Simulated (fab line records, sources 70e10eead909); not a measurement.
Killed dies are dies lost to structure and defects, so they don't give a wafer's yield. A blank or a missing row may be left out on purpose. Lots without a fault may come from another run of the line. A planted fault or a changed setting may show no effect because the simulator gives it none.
fab line records | flow nand_harc
record lots=12 wafers=36 last_day=34
route steps=1302 shown A_CHANNEL_FILL_D2@619 THIN_TSV@1261 END@1302
lots that met no fault: from a run of the same line without faults
start_h: hours from the record's first day to the start of the lot's first wafer shown | wait_h: hours since the lot's step before | " the same as in the row above | L1.1+2: a row that stands for several wafers | - no value, or no start given | * or withheld: withheld | < > ~ a bound
route shown NAME@n: a module of which the file shows steps, and the number in the route of the first | usual: mean/standard deviation of fault-free wafers | same: alike in all rows | chamber/n: place in a boat | sites: the reading at each site | _std_site: their standard deviation | _edge_site: outer sites' mean less inner sites' | radius_mm: how far each site lies from the wafer's centre | mask NAME#n: copy n | behind: the tool/chamber that last shaped the wafer | hold: why the lot was held/for how many hours/how that ended | device: the transistor (n, p or np) that didn't switch | end of line: the same wafers' tests at the end of the route | a step without rows: its recipe alone | killed: dies lost to structure and defects at the first sort, not the wafer's yield | map: a wafer's dies, x killed, . not, _ none there
set.NAME: the setting as run; set.NAME@STEP: as run at that earlier step | model.NAME: the simulator's own value behind a step, which no gauge read
steps of the route over a sample of lots; a table a step, a row a wafer
services: from which hour (start_h, from the record's first day; less than 0 if before it) a tool's chamber was out of use, for how many hours, and why
## steps
# step NHARC_A_CHANNEL_FILL_D2_ETCHBACK_19
# recipe target_depth_a=50 time_s=1.7 hbr_flow_sccm=150 cl2_flow_sccm=50 rf_w=400 icp_w=400 bias_w=100 chemistry=HBr/Cl2
# usual drypump_motor_current_A=5.7/0.47 he_backside_leak_sccm=2.63/0.26 oes_product_au=1.003/0.013 throttle_valve_pct=26.406/0.0096
# columns lot.wafer tool chamber start_h wait_h drypump_motor_current_A he_backside_leak_sccm oes_product_au rf_hours_counter_h throttle_valve_pct
L825.2 rie_si-02 2 318.63 0.4 5.1 2.70 1.030 0.24 26.393
L825.1 " 1 " " 6.3 2.56 0.999 0.24 26.420
L825.6 " 3 " " 5.1 2.57 0.985 - 26.388
L827.4 rie_si-05 0 335.70 0.4 6.0 2.30 0.980 0.06 26.422
L827.3 " 2 " " 5.4 2.47 1.006 0.13 26.408
L827.5 " 1 " " 5.1 2.46 1.015 - 26.413
L826.2 rie_si-03 2 335.70 0.4 6.7 2.66 1.024 0.66 26.395
L826.1 " 0 " " 5.8 2.73 1.001 0.70 26.403
L826.6 " 0 " " 5.8 2.73 0.998 - 26.391
L829.2 rie_si-03 2 355.58 0.4 6.6 2.34 1.018 0.73 26.405
L829.6 " 3 " " 6.1 2.82 0.993 - 26.405
L829.5 " 0 " " 5.8 2.67 1.003 - 26.410
L830.4 rie_si-02 1 371.12 0.4 6.2 2.54 1.002 0.36 26.395
L830.2 " 3 " " 5.2 2.50 1.010 0.54 26.403
L830.3 " 0 " " 6.2 2.69 1.018 0.54 26.394
L832.1 rie_si-02 2 389.71 0.4 5.1 2.66 1.016 0.76 26.395
L832.6 " 1 " " 6.2 2.33 1.012 - 26.408
L832.5 " 2 " " 5.1 2.45 1.024 - 26.412
L835.2 rie_si-02 0 430.10 0.4 6.2 2.75 0.996 0.84 26.399
L835.6 " 2 " " 5.1 2.59 1.005 - 26.415
L835.5 " 3 " " 5.1 2.59 1.003 - 26.404
L837.2 rie_si-02 0 439.20 0.4 6.2 2.57 0.989 0.87 26.401
L837.4 " 2 " " 5.0 2.65 1.021 1.01 26.405
L837.5 " 0 " " 6.2 2.57 0.997 - 26.384
L845.3 rie_si-02 2 524.22 0.4 5.0 2.65 1.027 0.46 26.415
L845.2 " 3 " " 5.1 2.53 0.993 0.47 26.417
L845.5 " 2 " " 5.1 2.67 1.016 - 26.413
L848.4 rie_si-05 3 547.51 0.4 5.6 2.97 1.014 0.32 26.413
L848.2 " 0 " " 5.9 2.54 0.995 0.38 26.406
L848.3 " 1 " " 5.1 2.35 1.019 0.53 26.409
L847.1 rie_si-02 3 547.51 0.4 5.1 2.50 1.005 0.54 26.390
L847.4 " 2 " " 5.0 2.56 1.012 0.56 26.419
L847.6 " 3 " " 5.1 2.38 1.000 - 26.403
L846.4 rie_si-03 2 547.54 0.4 6.7 2.56 0.993 0.73 26.396
L846.1 " 3 " " 6.1 2.75 0.993 0.70 26.418
L846.6 " 1 " " 5.9 2.58 1.014 - 26.407
# step NHARC_THIN_TSV_DESCUM_14
# recipe time_s=3 o2_flow_sccm=200 ar_flow_sccm=0 bias_power_w=0 chemistry=O2
# usual drypump_motor_current_A=5.6/0.4 oes_product_au=1.005/0.012 rf_vpp_V=58.0/0.86 showerhead_plenum_p_Torr=1.95/0.085 throttle_valve_pct=11.311/0.0091
# columns lot.wafer tool chamber start_h wait_h drypump_motor_current_A oes_product_au rf_hours_counter_h rf_vpp_V showerhead_plenum_p_Torr throttle_valve_pct
L826.1 rie_diel-05 1 547.31 - 5.2 0.987 6.8 58.1 1.90 11.318
L826.2 " 2 " " 5.2 1.009 6.2 59.2 2.00 11.305
L826.6 " 2 " " 5.2 1.011 - 57.7 2.00 11.320
L825.1 rie_diel-07 0 551.46 - 6.5 1.009 3.7 58.0 2.04 11.317
L825.2 " 2 " " 5.5 1.016 3.7 58.3 1.96 11.319
L825.6 " 3 " " 5.7 1.018 - 58.9 2.05 11.301
L827.3 rie_diel-05 1 561.43 - 5.2 0.978 7.9 57.4 1.90 11.310
L827.4 " 2 " " 5.2 1.001 7.5 59.8 2.00 11.293
L827.5 " 0 " " 5.9 1.003 - 59.1 2.02 11.312
L829.2 rie_diel-10 0 574.78 - 5.6 1.016 9.0 59.1 2.02 11.310
L829.6 " 1 " " 5.7 1.005 - 57.9 1.77 11.322
L829.5 " 2 " " 4.8 1.002 - 57.8 1.81 11.303
L830.2 rie_diel-07 2 590.65 - 5.5 1.010 5.9 56.3 1.96 11.305
L830.4 " 0 " " 6.5 1.012 5.6 58.3 2.04 11.310
L830.3 " 1 " " 5.9 1.013 6.6 57.0 1.94 11.319
L832.1 rie_diel-05 1 607.57 - 5.2 0.987 0.5 58.4 1.90 11.308
L832.6 " 0 " " 5.9 1.015 - 58.0 2.02 11.301
L832.5 " 1 " " 5.2 0.993 - 56.8 1.90 11.316
L835.5 rie_diel-07 2 643.73 - 5.4 1.019 - 57.1 1.96 11.324
L835.6 " 3 " " 5.7 1.015 - 57.5 2.04 11.316
L837.4 rie_diel-05 2 654.78 - 5.2 1.006 3.3 59.3 2.00 11.309
L837.5 " 0 " " 5.9 1.024 - 58.6 2.02 11.313
L845.2 rie_diel-10 0 747.30 - 5.6 0.985 9.5 58.0 2.01 11.312
L845.3 " 3 " " 5.7 1.004 8.5 58.5 1.90 11.309
L845.5 " 0 " " 5.6 0.985 - 57.7 2.01 11.308
L847.4 rie_diel-10 3 765.00 - 5.8 1.005 9.0 58.1 1.90 11.320
L847.1 " 2 " " 4.9 1.001 8.0 57.1 1.81 11.310
L847.6 " 0 " " 5.6 1.002 - 58.7 2.01 11.317
L848.2 rie_diel-07 1 775.78 - 5.9 1.005 6.6 58.1 1.94 11.308
L848.4 " 2 " " 5.4 1.018 5.8 57.3 1.95 11.294
L848.3 " 0 " " 6.5 1.014 6.9 57.3 2.04 11.306
L846.4 rie_diel-05 1 792.17 - 5.2 0.994 0.9 55.9 1.90 11.305
L846.1 " 2 " " 5.2 1.015 0.7 57.0 2.00 11.303
L846.6 " 1 " " 5.2 0.998 - 58.9 1.90 11.318
# step NHARC_THIN_TSV_DEGAS_49
# recipe temp_c=300 time_s=120
# usual heater_power_w=492/54
# columns lot.wafer tool chamber start_h wait_h heater_power_w
L826.1 pvd_sputter-02 - 549.92 0.1 427
L826.2 " - " " 517
L826.6 " - " " 442
L825.2 pvd_sputter-03 - 554.13 0.1 373
L825.1 " - " " 465
L825.6 " - " " 384
L827.4 pvd_sputter-03 - 564.12 0.1 480
L827.3 " - " " 373
L827.5 " - " " 470
L829.2 pvd_sputter-03 - 577.46 0.2 463
L829.5 " - " " 371
L829.6 " - " " 464
L830.3 pvd_sputter-03 - 593.26 0.1 381
L830.4 " - " " 464
L830.2 " - " " 487
L832.1 pvd_sputter-02 - 610.21 0.2 573
L832.6 " - " " 496
L832.5 " - " " 522
L835.6 pvd_sputter-01 - 646.62 0.1 516
L835.5 " - " " 476
L837.4 pvd_sputter-02 - 657.41 0.1 553
L837.5 " - " " 571
L845.3 pvd_sputter-02 - 750.06 0.1 537
L845.2 " - " " 524
L845.5 " - " " 554
L847.4 pvd_sputter-02 - 767.61 0.1 445
L847.1 " - " " 559
L847.6 " - " " 441
L848.2 pvd_sputter-02 - 778.72 0.1 447
L848.4 " - " " 568
L848.3 " - " " 534
L846.1 pvd_sputter-01 - 794.90 0.1 497
L846.4 " - " " 463
L846.6 " - " " 509
# step NHARC_THIN_TSV_ETCH_59
# recipe target_depth_a=8800 icp_w=900 bias_w=100 Cl2_flow_sccm=60 bcl3_flow_sccm=30 time_s=138.1 chemistry=Cl2/BCl3
# usual drypump_motor_current_A=5.3/0.49 he_backside_leak_sccm=3.29/0.2 oes_product_au=0.994/0.012 throttle_valve_pct=22.264/0.0086
# columns lot.wafer tool chamber start_h wait_h drypump_motor_current_A he_backside_leak_sccm oes_product_au rf_hours_counter_h throttle_valve_pct
L826.2 rie_metal-01 1 553.29 0.1 5.8 3.26 0.989 1.7 22.264
L826.1 " 0 " " 5.1 3.30 0.994 2.3 22.277
L826.6 " 0 " " 5.1 3.51 0.995 - 22.288
L825.2 rie_metal-02 0 557.58 0.1 5.1 3.11 0.989 1.7 22.265
L825.1 " 1 " " 4.6 3.30 0.977 1.7 22.264
L825.6 " 0 " " 5.1 3.03 0.993 - 22.259
L827.4 rie_metal-01 1 567.49 0.2 5.8 3.32 0.983 - 22.261
L827.3 " 0 " " 5.1 3.44 0.993 - 22.254
L827.5 " 0 " " 5.1 3.44 0.991 - 22.261
L829.2 rie_metal-03 1 580.91 0.1 5.3 3.14 1.005 0.7 22.269
L829.5 " 0 " " 6.1 3.68 0.992 - 22.248
L829.6 " 1 " " 5.3 3.00 0.997 - 22.265
L830.2 rie_metal-02 0 596.70 0.1 5.1 2.92 1.008 2.7 22.267
L830.3 " 0 " " 5.1 3.10 1.000 - 22.255
L830.4 " 1 " " 4.6 3.33 0.975 - 22.274
L832.1 rie_metal-01 1 613.60 0.1 5.8 3.25 0.994 0.3 22.273
L832.5 " 1 " " 5.8 3.36 1.009 - 22.272
L832.6 " 1 " " 5.8 3.42 0.987 - 22.268
L835.5 rie_metal-03 1 650.19 0.2 5.3 3.03 1.002 - 22.268
L835.6 " 0 " " 6.1 3.99 0.987 - 22.259
L837.4 rie_metal-01 1 660.93 0.2 5.8 3.32 0.988 - 22.261
L837.5 " 1 " " 5.8 3.20 0.994 - 22.263
L845.2 rie_metal-03 0 753.52 0.2 6.0 3.57 0.997 - 22.258
L845.3 " 0 " " 6.1 3.51 0.989 - 22.274
L845.5 " 0 " " 6.1 3.47 0.977 - 22.267
L847.1 rie_metal-02 0 771.00 0.1 5.1 3.04 1.020 2.0 22.245
L847.4 " 0 " " 5.1 3.11 1.019 - 22.273
L847.6 " 1 " " 4.6 3.30 0.994 - 22.263
L848.2 rie_metal-01 1 782.19 0.1 5.8 3.13 0.987 0.2 22.278
L848.4 " 0 " " 5.1 3.56 1.007 - 22.247
L848.3 " 1 " " 5.8 3.17 0.997 - 22.255
L846.1 rie_metal-02 1 798.35 0.1 4.6 3.42 0.984 2.4 22.249
L846.4 " 0 " " 5.1 3.02 1.010 - 22.260
L846.6 " 1 " " 4.6 3.23 0.983 - 22.255
# step NHARC_END_SORT_01
# recipe temp_c=25
# usual killed_at_array=63/27 killed_at_other=0.7/1.2 killed_at_periphery=3.1/2 killed_dies=67/28 killed_open=3.0/1.9 killed_short=2.2/1.5
# same gross_dies=677
# columns lot.wafer tool chamber start_h wait_h hold killed_at_array killed_at_other killed_at_periphery killed_dies killed_open killed_short
L835.2 prober-02 0 659.69 2.8 await_dispo/5.3h/release 673 0 4 677 6 2
L835.5 prober-02 0 662.03 3.6 await_dispo/5.3h/release 28 0 2 30 5 2
L835.6 prober-02 0 662.81 3.9 await_dispo/5.3h/release 22 0 4 26 6 1
L837.2 prober-02 0 670.38 2.8 await_dispo/2.1h/release 673 3 1 677 2 2
L837.4 prober-02 0 671.98 3.4 await_dispo/2.1h/release 26 0 1 27 1 2
L837.5 prober-02 0 672.78 3.7 await_dispo/2.1h/release 37 0 2 39 3 5
# killed by level:class
L835.2 A_CHANNEL_FILL_D2:area_etchback=651 A_CHANNEL_HOLE_D1:chamber_film_flake=5 A_STAIRCASE:chamber_film_flake=5 P_ZERO_WELL:chamber_film_flake=2 A_SLIT:chamber_film_flake=2 A_CONTACT:chamber_film_flake=2 P_GATE:geometric_particle:open=1 P_CONTACT:geometric_particle:open=1
L835.5 A_CHANNEL_HOLE_D1:chamber_film_flake=12 A_CONTACT:chamber_film_flake=3 A_CHANNEL_FILL_D1:chamber_film_flake=2 A_STAIRCASE:chamber_film_flake=2 P_M0:geometric_particle:open=1 A_SOURCE_PLATE:geometric_particle:open=1 A_CHANNEL_FILL_D1:geometric_particle:open=1 A_ONON_D2:geometric_particle:open=1
L835.6 A_CHANNEL_HOLE_D1:chamber_film_flake=8 A_CONTACT:chamber_film_flake=3 P_M1:geometric_particle:open=2 A_M1:geometric_particle:open=2 A_CHANNEL_FILL_D1:chamber_film_flake=2 A_CHANNEL_HOLE_D2:unspecified=2 A_CHANNEL_HOLE_D2:chamber_film_flake=2 P_STI:geometric_particle:short=1
L837.2 A_CHANNEL_FILL_D2:area_etchback=644 A_CONTACT:chamber_film_flake=6 A_CHANNEL_HOLE_D1:chamber_film_flake=5 A_DECK1_JOINT:chamber_film_flake=4 A_SLIT:chamber_film_flake=3 A_BLC:chamber_film_flake=3 THIN_TSV:chamber_film_flake=3 A_ZERO_WELL:chamber_film_flake=2
L837.4 A_CHANNEL_HOLE_D1:chamber_film_flake=6 A_SLIT:chamber_film_flake=4 A_CONTACT:chamber_film_flake=4 A_BLC:chamber_film_flake=3 A_CHANNEL_FILL_D1:chamber_film_flake=2 A_STAIRCASE:chamber_film_flake=2 P_CONTACT:geometric_particle:short=1 A_ONON_D1:geometric_particle:short=1
L837.5 A_CHANNEL_HOLE_D1:chamber_film_flake=11 A_CONTACT:chamber_film_flake=5 A_SLIT:chamber_film_flake=3 A_ONON_D1:geometric_particle:short=2 A_ZERO_WELL:chamber_film_flake=2 A_CHANNEL_FILL_D1:chamber_film_flake=2 A_DECK1_JOINT:chamber_film_flake=2 A_STAIRCASE:chamber_film_flake=2
## services
# columns tool chamber start_h hours kind
rie_diel-05 3 305.93 34.1 repair
rie_si-02 1 323.07 36.5 repair
rie_si-02 2 337.03 3.1 repair
rie_metal-01 - 398.00 9.0 pm
rie_si-02 3 401.10 5.5 repair
rie_diel-05 - 406.60 9.0 pm
rie_diel-05 0 437.73 16.6 repair
rie_diel-05 2 452.01 1.8 repair
rie_si-02 - 454.00 9.0 pm
pvd_sputter-02 - 460.00 10.0 pm
rie_si-02 0 466.43 13.5 repair
rie_diel-05 2 476.37 4.7 repair
pvd_sputter-02 - 500.99 3.1 repair
rie_diel-05 1 506.92 2.6 repair
pvd_sputter-02 - 509.15 2.1 repair
rie_diel-05 2 516.95 6.4 repair
pvd_sputter-02 - 528.03 5.3 repair
rie_si-02 - 617.21 0.5 repair
rie_si-02 - 631.00 9.0 pm
pvd_sputter-02 - 638.05 10.0 pm
rie_si-02 - 653.03 0.1 repair
pvd_sputter-02 - 671.34 3.6 repair
pvd_sputter-02 - 742.20 3.2 repair
pvd_sputter-02 - 747.49 1.0 repair
## key
first_sign step=NHARC_END_SORT_01 reading=killed_at_array direction=up sigmas=22 usual=63 struck=673
effect step=NHARC_END_SORT_01 reading=killed_dies direction=up sigmas=22 usual=67 struck=677
more_kills_born_at NHARC_A_CHANNEL_FILL_D2_ETCHBACK_19@rie_si-02=1295
met_at NHARC_A_CHANNEL_FILL_D2_ETCHBACK_19
struck_lots L835,L837
struck_wafers L835.2,L837.2
later_rows_left_out L835.2,L837.2
tester_left_out L835,L837
not_acting_at NHARC_THIN_TSV_DESCUM_14,NHARC_THIN_TSV_DEGAS_49,NHARC_THIN_TSV_ETCH_59
onset_between 389.71 430.10
fault kind=process_parameter_drift tool=rie_si-02 chamber=- onset_h=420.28 steps=NHARC_A_CHANNEL_FILL_D2_ETCHBACK_19 channel=time_s offset=* shape=step end_h=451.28 scope=struck_wafers_only acts_in=* stated=*
# tester_left_out: of these lots the tester's yield and bins aren't shown, on N5 and GAA mostly nor the transistor test; their killed dies are dies lost to structure and defects alone, not to doping, threshold or leakage, so they don't give the yield
# later_rows_left_out: the simulator's readings of these wafers behind a module that went badly wrong aren't trusted and aren't shown, but for the sort
